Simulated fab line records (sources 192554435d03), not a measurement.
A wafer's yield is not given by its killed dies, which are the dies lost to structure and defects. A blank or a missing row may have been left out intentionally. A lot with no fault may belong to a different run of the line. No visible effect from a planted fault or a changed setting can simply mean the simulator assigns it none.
fab line records	flow n5_finfet
[record] lots = 6	wafers = 18	last_day = 21
route steps=1938 shown HKMG_FIN@436 BEOL_M4@1111 PASSIVATION@1936
lots untouched by any fault: they come from a run of this same line in which no faults occurred
start_h: hours from the record's opening day to when the first of the lot's shown wafers began	wait_h: hours elapsed since this lot's preceding step	" repeats the value in the row above	L1.1+2: one row covering several wafers at once	- no value present, or no start provided	* or withheld: withheld	< > ~ a bound
route shown NAME@n: names a module that has steps shown in the file, with the first one's number in the route	usual: mean and standard deviation over wafers with no fault	same: alike in all rows	chamber/n: place in a boat	sites: readings site by site	_std_site: their standard deviation	_edge_site: the outer-site mean with the inner-site mean subtracted	radius_mm: for every site, how far away it sits from the centre of the wafer	mask NAME#n: copy n	behind: the most recent tool/chamber to have shaped the wafer	hold: why the lot went on hold/how many hours it stayed there/how the hold came to an end	device: whichever transistor did not switch (one of n, p or np)	end of line: tests run on the same wafers once the route is complete	a step with no rows: only its recipe	killed: dies that structure and defects cost at the first sort, which is not the same as the wafer's yield	map: the dies of a wafer, with x for killed, . for not killed, _ for no die there
set.NAME: setting as actually run; set.NAME@STEP: the setting as run at that earlier step	model.NAME: the simulator's own value behind a step, which no gauge read
lots seen at some steps along the route; tables by step, rows by wafer
services: the hour from which a tool's chamber was out of use, counted from the record's first day as start_h (under 0 if before that day), plus the number of hours and why
[[steps]]
[step N5_HKMG_FIN_STRIP_33]
[recipe] chemistry = N2/H2	temp_c = 40	n2_flow_sccm = 200	h2_flow_sccm = 200	rf_frequency_hz = 6e+07
[step N5_HKMG_FIN_STRIP_34]
[recipe] chemistry = CF4	resist = SiARC	power_w = 300	bias_power_w = 75	pressure_mtorr = 50	cf4_flow_sccm = 150	rf_frequency_hz = 6e+07
[step N5_HKMG_FIN_ETCH_35]
[recipe] chemistry = N2/H2	target = SOC	target_depth_a = 2158	ion_energy_ev = 65	bias_w = 5	source_w = 3000	time_s = 243.4	pressure_mtorr = 30	n2_flow_sccm = 200	h2_flow_sccm = 200
[usual] drypump_motor_current_A = 5.8/0.41	oes_product_au = 0.76/0.081	rf_vpp_V = 141.6/1.1	showerhead_plenum_p_Torr = 2.57/0.1	throttle_valve_pct = 17.97/0.15
lot.wafer	tool	chamber	start_h	wait_h	drypump_motor_current_A	oes_product_au	rf_hours_counter_h	rf_vpp_V	showerhead_plenum_p_Torr	throttle_valve_pct
L250.2	rie_diel-02	3	76.89	0.0	5.6	0.79	110	141.4	2.45	17.96
L250.4	"	1	"	"	5.8	0.77	131	142.2	2.66	17.77
L250.6	"	3	"	"	5.6	0.80	-	140.2	2.45	17.95
L259.1	rie_diel-02	2	134.74	0.0	5.7	0.82	80	140.9	2.69	18.01
L259.5	"	2	"	"	5.7	0.82	-	141.6	2.69	18.00
L259.6	"	3	"	"	5.6	0.78	-	141.7	2.45	18.01
L262.1	rie_diel-04	0	149.38	0.0	6.1	0.68	248	140.7	2.41	18.11
L262.2	"	2	"	"	5.2	0.71	199	142.1	2.51	17.83
L262.4	"	3	"	"	5.2	0.70	223	141.8	2.61	18.12
L263.1	rie_diel-05	2	155.22	0.0	5.8	0.70	215	140.9	2.62	18.16
L263.3	"	3	"	"	6.6	0.71	182	142.9	2.63	17.94
L263.5	"	3	"	"	6.5	0.71	-	142.4	2.63	17.92
L270.2	rie_diel-04	0	195.00	0.0	6.1	0.97	8	141.1	2.72	17.71
L270.3	"	2	"	"	5.1	0.70	218	140.7	2.50	17.88
L270.4	"	1	"	"	5.6	0.89	48	142.7	2.48	17.99
L272.1	rie_diel-04	1	209.26	0.0	5.6	0.88	53	140.9	2.48	18.00
L272.2	"	3	"	"	5.1	0.68	249	141.4	2.60	18.18
L272.5	"	0	"	"	6.1	0.95	-	142.4	2.72	17.72
[step N5_HKMG_FIN_STRIP_92]
[recipe] chemistry = N2/H2	material = SOC	time_s = 20	power_w = 500	temp_c = 40	pressure_mtorr = 50	rf_frequency_hz = 6e+07	bias_power_w = 8	h2_frac = 0.5	n2_flow_sccm = 300	h2_flow_sccm = 300
[usual] drypump_motor_current_A = 5.8/0.41	oes_product_au = 0.76/0.081	power_w = 500.1/1.4	rf_vpp_V = 54.4/0.91	showerhead_plenum_p_Torr = 3.39/0.13	throttle_valve_pct = 19.19/0.28
lot.wafer	tool	chamber	start_h	wait_h	drypump_motor_current_A	oes_product_au	power_w	rf_hours_counter_h	rf_vpp_V	showerhead_plenum_p_Torr	throttle_valve_pct
L250.2	rie_diel-02	3	77.04	0.1	5.6	0.79	500.8	111	56.8	3.25	19.13
L250.4	"	1	"	"	5.7	0.77	499.0	131	54.2	3.50	18.95
L250.6	"	3	"	"	5.6	0.79	500.1	-	53.8	3.25	19.14
L259.1	rie_diel-02	2	134.89	0.1	5.7	0.82	500.6	80	56.2	3.54	19.36
L259.5	"	2	"	"	5.7	0.82	498.1	-	56.0	3.54	19.36
L259.6	"	3	"	"	5.6	0.78	502.3	-	53.3	3.24	19.16
L262.1	rie_diel-04	0	149.53	0.1	6.1	0.68	498.4	248	53.9	3.18	19.25
L262.2	"	2	"	"	5.2	0.71	502.3	199	53.8	3.32	18.77
L262.4	"	3	"	"	5.2	0.70	501.9	223	53.7	3.45	19.73
L263.1	rie_diel-05	2	155.37	0.1	5.8	0.71	500.7	215	54.0	3.45	19.16
L263.3	"	3	"	"	6.6	0.71	499.0	183	56.3	3.47	19.04
L263.5	"	3	"	"	6.6	0.72	500.6	-	55.4	3.47	19.05
L270.2	rie_diel-04	0	195.15	0.1	6.1	0.97	498.9	8	54.0	3.59	18.89
L270.3	"	2	"	"	5.2	0.70	500.3	218	55.4	3.31	18.81
L270.4	"	1	"	"	5.6	0.88	501.9	48	54.2	3.28	19.16
L272.1	rie_diel-04	1	209.41	0.1	5.6	0.88	500.6	53	54.6	3.28	19.16
L272.2	"	3	"	"	5.1	0.69	500.3	249	55.8	3.43	19.77
L272.5	"	0	"	"	6.1	0.95	498.9	-	54.5	3.58	18.89
[step N5_HKMG_FIN_WET_ETCH_18]
[recipe] chemistry = SC1	target = TiN	mix = 1:1:5	temp_c = *	time_s = 55	target_depth_nm = 5.2	dry = ipa_marangoni	rinse_time_s = 30	rinse_temp_c = 23
[step N5_HKMG_FIN_STRIP_19]
[recipe] chemistry = N2/H2	power_w = 2500	temp_c = 300	h2_frac = 0.65	time_s = 360	pressure_mtorr = withheld	n2_flow_sccm = 1750	h2_flow_sccm = 3250
[usual] drypump_motor_current_A = 5.9/0.53	heater_power_w = 427/22
lot.wafer	tool	chamber	start_h	wait_h	drypump_motor_current_A	heater_power_w	rf_hours_counter_h
L250.2	plasma_asher-02	1	77.19	0.0	5.1	448	41
L250.4	"	0	"	"	6.6	443	-
L250.6	"	1	"	"	5.1	450	-
L259.1	plasma_asher-02	1	135.03	0.0	5.1	446	52
L259.5	"	1	"	"	5.1	454	-
L259.6	"	0	"	"	6.6	453	-
L262.1	plasma_asher-02	0	149.67	0.0	6.6	444	55
L262.2	"	1	"	"	5.1	448	55
L262.4	"	0	"	"	6.6	459	-
L263.1	plasma_asher-01	1	155.52	0.0	6.1	402	97
L263.3	"	1	"	"	6.0	423	-
L263.5	"	1	"	"	6.1	415	-
L270.2	plasma_asher-01	0	195.29	0.0	6.0	390	106
L270.3	"	1	"	"	6.0	419	-
L270.4	"	0	"	"	6.0	402	-
L272.1	plasma_asher-02	1	209.56	0.0	5.1	452	67
L272.2	"	0	"	"	6.6	455	67
L272.5	"	0	"	"	6.6	444	-
[step N5_HKMG_FIN_ALD_91]
[recipe] material = TiN	target_thk_a = 10	temp_c = 400	ald_precursor_family = TiCl4	ald_co_reactant = NH3	pulse_time_s = 1	purge_time_s = 3	co_reactant_purge_time_s = 2	co_reactant_pulse_time_s = 2	ald_cycles = 47	pressure_torr = 3
[usual] co_reactant_pulse_time_s = 2/0	heater_power_w = 867/110	precursor_pulse_height_rel = 0.998/0.018
[same] purge_time_s = 3
lot.wafer	tool	chamber	start_h	wait_h	co_reactant_pulse_time_s	heater_power_w	precursor_pulse_height_rel
L250.2	ald_metal-01	2	77.61	0.3	2	805	0.977
L250.4	"	3	"	"	2	753	1.033
L250.6	"	3	"	"	2	753	0.982
L259.1	ald_metal-02	0	135.41	0.3	2	727	1.025
L259.5	"	3	"	"	2	970	1.009
L259.6	"	2	"	"	2	983	0.992
L262.1	ald_metal-01	1	150.06	0.3	2	838	0.976
L262.2	"	2	"	"	2	798	0.982
L262.4	"	0	"	"	2	761	1.000
L263.1	ald_metal-02	1	155.98	0.3	2	997	1.007
L263.3	"	2	"	"	2	990	1.001
L263.5	"	1	"	"	2	1004	1.012
L270.2	ald_metal-02	2	195.68	0.3	2	1006	0.982
L270.3	"	3	"	"	2	992	0.979
L270.4	"	1	"	"	2	1006	0.960
L272.1	ald_metal-01	3	209.94	0.3	2	730	1.010
L272.2	"	0	"	"	2	750	1.014
L272.5	"	3	"	"	2	723	0.997
[step N5_HKMG_FIN_COAT_85]
[recipe] resist = SOC	temp_c = 250	time_s = 60	spin_rpm = 1500	resist_thk_nm = 300
[step N5_HKMG_FIN_ETCH_86]
[recipe] chemistry = N2/H2	target = SOC	target_depth_a = 3932	stop_on = TiN	ion_energy_ev = 100	bias_w = 61	pressure_mtorr = 30	source_w = 850	n2_flow_sccm = 200	h2_flow_sccm = 200
[step N5_HKMG_FIN_STRIP_89]
[recipe] chemistry = N2/H2	material = SOC	time_s = 20	power_w = 500	temp_c = 40	pressure_mtorr = 50	rf_frequency_hz = 6e+07	bias_power_w = 8	h2_frac = 0.5	n2_flow_sccm = 300	h2_flow_sccm = 300
[step N5_HKMG_FIN_WET_ETCH_87]
[recipe] chemistry = SC1	target = TiN	mix = 1:2:40	temp_c = 50	time_s = 154.2	target_depth_nm = 4.7	dry = ipa_marangoni	rinse_time_s = 30	rinse_temp_c = 23
[step N5_HKMG_FIN_STRIP_88]
[recipe] chemistry = N2/H2	power_w = 2500	temp_c = 300	h2_frac = 0.65	time_s = 360	pressure_mtorr = withheld	n2_flow_sccm = 1750	h2_flow_sccm = 3250
[usual] drypump_motor_current_A = 5.9/0.53	heater_power_w = 426/22
lot.wafer	tool	chamber	start_h	wait_h	drypump_motor_current_A	heater_power_w	rf_hours_counter_h
L250.2	plasma_asher-01	0	78.21	0.0	6.0	401	82
L250.4	"	1	"	"	6.0	400	-
L250.6	"	1	"	"	6.1	413	-
L259.1	plasma_asher-01	0	136.19	0.0	6.0	398	93
L259.5	"	1	"	"	6.0	416	-
L259.6	"	0	"	"	6.0	401	-
L262.1	plasma_asher-01	0	150.65	0.0	6.0	402	96
L262.2	"	1	"	"	6.0	416	96
L262.4	"	1	"	"	6.1	420	-
L263.1	plasma_asher-01	0	156.67	0.0	6.0	398	98
L263.3	"	1	"	"	6.1	414	-
L263.5	"	1	"	"	6.0	422	-
L270.2	plasma_asher-01	1	196.40	0.0	6.0	421	106
L270.3	"	0	"	"	6.0	398	-
L270.4	"	1	"	"	6.0	414	-
L272.1	plasma_asher-02	1	210.64	0.0	5.1	443	68
L272.2	"	0	"	"	6.6	453	68
L272.5	"	0	"	"	6.6	443	-
[step N5_HKMG_FIN_NWFM_ALD_20]
[recipe] material = TiAlC	target_thk_a = 20	temp_c = 300	ald_precursor_family = TiCl4	ald_co_reactant = TEA	pulse_time_s = 3	purge_time_s = 2	co_reactant_purge_time_s = 2	co_reactant_pulse_time_s = 10	ald_cycles = 7	pressure_torr = 3
[usual] co_reactant_pulse_time_s = 10/0	heater_power_w = 491/55	precursor_pulse_height_rel = 1.001/0.02
[same] purge_time_s = 2
lot.wafer	tool	chamber	start_h	wait_h	co_reactant_pulse_time_s	heater_power_w	precursor_pulse_height_rel
L250.2	ald_metal-04	3	78.59	0.3	10	530	1.006
L250.4	"	0	"	"	10	481	1.006
L250.6	"	3	"	"	10	534	1.009
L259.1	ald_metal-04	0	136.59	0.3	10.802	494	0.987
L259.5	"	3	"	"	10	533	0.979
L259.6	"	0	"	"	10	488	0.993
L262.1	ald_metal-04	2	151.04	0.3	10.802	470	1.000
L262.2	"	1	"	"	10	515	1.008
L262.4	"	0	"	"	10	489	0.979
L263.1	ald_metal-02	0	157.05	0.3	10	406	1.035
L263.3	"	1	"	"	10	556	0.967
L263.5	"	2	"	"	10	566	0.981
L270.2	ald_metal-02	1	196.78	0.3	10	565	1.049
L270.3	"	3	"	"	10	539	1.006
L270.4	"	2	"	"	10	539	1.004
L272.1	ald_metal-01	2	211.02	0.3	10	442	1.001
L272.2	"	3	"	"	10	406	1.027
L272.5	"	3	"	"	10	408	1.007
[step N5_HKMG_FIN_ALD_71]
[recipe] material = TiN	target_thk_a = 10	temp_c = 400	ald_precursor_family = TiCl4	ald_co_reactant = NH3	pulse_time_s = 1	purge_time_s = 3	co_reactant_purge_time_s = 2	co_reactant_pulse_time_s = 2	ald_cycles = 47	pressure_torr = 3
[step N5_BEOL_M4_RC_MEAS_101]
[usual] DIBL_N = 36.3/1.1	DIBL_P = 36.3/1.4	IOFF_N = 0.155/0.019	IOFF_P = 0.211/0.027	ION_N = 672/8.5	ION_P = 462/5.8	SS_N = 71.5/0.56	SS_P = 73.3/0.52	VT_N = 249.9/2.5	VT_P = -249.8/2.8
lot.wafer	tool	chamber	start_h	wait_h	DIBL_N[mV/V]	DIBL_P[mV/V]	IOFF_N[nA/um]	IOFF_P[nA/um]	ION_N[uA/um]	ION_P[uA/um]	SS_N[mV/dec]	SS_P[mV/dec]	VT_N[mV]	VT_P[mV]
L250.2	prober-01	0	196.27	0.2	37.9	37.2	0.171	0.243	674	465	71.8	74.0	249.2	-248.8
L250.4	"	0	"	"	34.5	32.6	0.110	0.165	647	452	70.7	73.0	254.2	-257.5
L250.6	"	0	"	"	36.9	36.4	0.151	0.224	669	467	71.8	74.6	249.0	-248.6
L259.1	prober-02	0	311.05	0.0	37.1	38.0	0.153	0.186	673	453	71.0	73.7	250.4	-250.9
L259.5	"	0	"	"	36.5	37.2	0.148	0.181	670	455	71.5	72.3	249.4	-254.8
L259.6	"	0	"	"	36.9	37.3	0.154	0.184	675	455	70.8	73.3	250.4	-252.2
L262.1	prober-01	0	335.47	0.0	35.5	34.0	0.148	0.181	673	460	70.7	72.5	249.6	-250.2
L262.2	"	0	"	"	36.5	35.7	0.165	0.208	672	459	72.0	73.7	248.7	-251.2
L262.4	"	0	"	"	35.5	33.9	0.141	0.182	662	455	71.2	73.4	252.6	-252.8
L263.1	prober-01	0	346.49	0.0	37.2	38.0	0.160	0.261	667	461	72.4	74.0	251.0	-245.5
L263.3	"	0	"	"	37.6	37.7	0.167	0.255	670	464	72.8	73.9	249.2	-244.0
L263.5	"	0	"	"	37.1	35.7	0.153	0.217	664	457	73.1	73.4	250.6	-251.0
L270.2	prober-02	0	390.21	0.2	37.2	37.6	0.175	0.237	686	467	71.5	73.8	245.8	-248.3
L270.3	"	0	"	"	36.9	37.1	0.168	0.230	677	466	71.7	73.5	245.2	-246.1
L270.4	"	0	"	"	36.7	37.0	0.160	0.228	682	471	71.8	73.3	247.4	-247.4
L272.1	prober-01	0	400.81	0.0	36.4	35.7	0.167	0.213	677	456	72.0	73.1	249.3	-249.3
L272.2	"	0	"	"	35.8	35.1	0.154	0.208	673	455	72.6	73.7	249.8	-249.9
L272.5	"	0	"	"	35.6	34.6	0.155	0.197	673	460	72.1	73.2	248.3	-250.5
[step N5_PASSIVATION_PROBE_49]
[usual] defect_limited_yield = 91.4/1.2	killed_at_M0_to_M3 = 34/10	killed_at_M4_up = 14/5.1	killed_at_contacts = 12/6.4	killed_at_front_end = 38/9.3	killed_at_other = 4/3	killed_dies = 102/15	killed_open = 67/12	killed_short = 33/6.9	sort_bin_5_function = 5.0/0.86	sort_bin_6_memory = 3.2/0.58	sort_bin_8_speed = 0.00/0.0099	sort_n_pass = 1078/15	sort_yield_pct = 91.4/1.2
[same] gross_dies = 1180	killed_at_back_side = 0	sort_bin_4_leakage[%] = 0
lot.wafer	tool	chamber	start_h	wait_h	defect_limited_yield[%]	killed_at_M0_to_M3	killed_at_M4_up	killed_at_contacts	killed_at_front_end	killed_at_other	killed_dies	killed_open	killed_short	sort_bin_5_function[%]	sort_bin_6_memory[%]	sort_bin_8_speed[%]	sort_n_pass	sort_yield_pct[%]
L259.1	prober-02	-	422.19	0.4	93.1	29	13	11	19	9	81	49	28	4.2	2.5	0	1099	93.1
L259.5	prober-02	-	422.39	0.6	92.6	31	9	6	36	5	87	57	26	3.9	3.2	0	1093	92.6
L259.6	prober-02	-	422.44	0.6	92.5	27	13	5	36	8	89	53	35	4.2	2.9	0	1091	92.5
L263.3	prober-02	-	468.43	0.8	90.3	34	17	7	56	1	115	66	46	6.0	3.5	0	1065	90.3
L263.5	prober-02	-	468.53	0.9	89.4	43	15	18	44	5	125	84	39	5.9	4.1	0	1055	89.4
L270.2	prober-01	-	509.00	0.1	90.6	34	4	19	50	4	111	82	28	5.8	3.5	0	1069	90.6
L270.3	prober-01	-	509.05	0.1	92.4	24	8	13	39	6	90	58	29	5.1	2.1	0	1090	92.4
L270.4	prober-01	-	509.10	0.2	90.6	27	12	15	47	10	111	70	39	5.3	3.7	0	1069	90.6
// killed by level:class
L259.1 MOL_CONTACT_COAG:geometric_particle:open=10 BEOL_M0_SAQP:geometric_particle:open=8 BEOL_M0_SAQP:geometric_particle:short=6 STI_FIN_REVEAL:geometric_particle:open=5 BEOL_M2:geometric_particle:open=5 DUMMY_GATE:geometric_particle:open=4 GATE_CUT:geometric_particle:short=3 BEOL_M4:geometric_particle:open=3
L259.5 FIN_SAQP:geometric_particle:open=7 BEOL_M2:geometric_particle:open=7 BEOL_M0_SAQP:geometric_particle:short=6 BEOL_M0_SAQP:geometric_particle:open=6 BEOL_M3:geometric_particle:open=6 GATE_CUT:geometric_particle:open=5 GATE_CUT:geometric_particle:short=5 MOL_CONTACT_COAG:geometric_particle:open=4
L259.6 FIN_SAQP:geometric_particle:open=8 BEOL_M4:geometric_particle:open=7 BEOL_M1:geometric_particle:open=6 FIN_SAQP:geometric_particle:short=5 BEOL_M0_SAQP:geometric_particle:short=5 BEOL_M0_SAQP:geometric_particle:open=5 DUMMY_GATE:geometric_particle:open=4 GATE_CUT:geometric_particle:short=4
L263.3 FIN_SAQP:geometric_particle:short=19 STI_FIN_REVEAL:geometric_particle:open=11 BEOL_M2:geometric_particle:open=9 BEOL_M0_SAQP:geometric_particle:short=8 BEOL_M5:geometric_particle:open=7 BEOL_M0_SAQP:geometric_particle:open=7 FIN_SAQP:geometric_particle:open=6 MOL_CONTACT_COAG:geometric_particle:open=6
L263.5 MOL_CONTACT_COAG:geometric_particle:open=16 FIN_SAQP:geometric_particle:open=14 BEOL_M2:geometric_particle:open=12 BEOL_M0_SAQP:geometric_particle:short=10 BEOL_M0_SAQP:geometric_particle:open=10 FIN_SAQP:geometric_particle:short=9 GATE_CUT:geometric_particle:short=5 BEOL_M3:geometric_particle:open=5
L270.2 STI_FIN_REVEAL:geometric_particle:open=20 MOL_CONTACT_COAG:geometric_particle:open=15 BEOL_M2:geometric_particle:open=10 BEOL_M0_SAQP:geometric_particle:open=9 DUMMY_GATE:geometric_particle:open=6 FIN_SAQP:geometric_particle:short=5 BEOL_M0_SAQP:geometric_particle:short=5 ILD0:geometric_particle:short=4
L270.3 MOL_CONTACT_COAG:geometric_particle:open=11 STI_FIN_REVEAL:geometric_particle:open=10 BEOL_M1:geometric_particle:open=8 BEOL_M2:geometric_particle:open=6 FIN_SAQP:geometric_particle:short=5 DUMMY_GATE:geometric_particle:open=5 FIN_SAQP:geometric_particle:open=4 STI_FIN_REVEAL:geometric_particle:short=4
L270.4 MOL_CONTACT_COAG:geometric_particle:open=11 BEOL_M2:geometric_particle:open=11 STI_FIN_REVEAL:geometric_particle:open=10 STI_FIN_REVEAL:geometric_particle:short=7 DUMMY_GATE:geometric_particle:open=7 BEOL_M0_SAQP:geometric_particle:short=6 FIN_SAQP:geometric_particle:short=5 GATE_CUT:geometric_particle:short=5
[[services]]
tool	chamber	start_h	hours	kind
rie_diel-04	1	54.35	-	clean
rie_diel-04	1	54.35	-	consumable_replace:focus_ring
rie_diel-04	1	54.35	18.2	scheduled_down
rie_diel-04	1	54.35	18.2	vent_cycle
plasma_asher-01	-	58.58	1.2	repair
ald_metal-01	-	78.26	2.8	pm
rie_diel-04	3	81.15	6.9	repair
ald_metal-02	3	103.42	3.8	repair
rie_diel-05	1	126.71	2.8	repair
rie_diel-05	2	144.20	3.8	repair
rie_diel-04	0	157.01	-	clean
rie_diel-04	0	157.01	-	consumable_replace:focus_ring
rie_diel-04	0	157.01	-	consumable_replace:showerhead
rie_diel-04	0	157.01	20.0	scheduled_down
rie_diel-04	0	157.01	20.0	vent_cycle
ald_metal-01	2	159.40	2.7	repair
plasma_asher-01	-	159.51	2.8	pm
ald_metal-02	-	169.02	2.6	repair
rie_diel-05	-	172.97	2.8	pm
ald_metal-04	-	182.57	0.7	repair
plasma_asher-01	-	188.82	1.2	repair
plasma_asher-02	-	192.19	0.8	repair
ald_metal-04	-	199.21	0.8	repair
ald_metal-04	1	202.89	31.0	repair
[[key]]
[first_sign] step = N5_HKMG_FIN_NWFM_ALD_20	reading = co_reactant_pulse_time_s	direction = up	sigmas = 99+	usual = *	struck = *
effect none on later readings
met_at N5_HKMG_FIN_NWFM_ALD_20
struck_wafers L259.1,L262.1
onset_between 78.59 136.59
[fault] kind = process_parameter_drift	tool = ald_metal-04	chamber = -	onset_h = 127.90	steps = N5_HKMG_FIN_NWFM_ALD_20	channel = co_reactant_pulse_time_s	offset = *	shape = step	end_h = 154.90	scope = struck_wafers_only	acts_in = *	stated = *
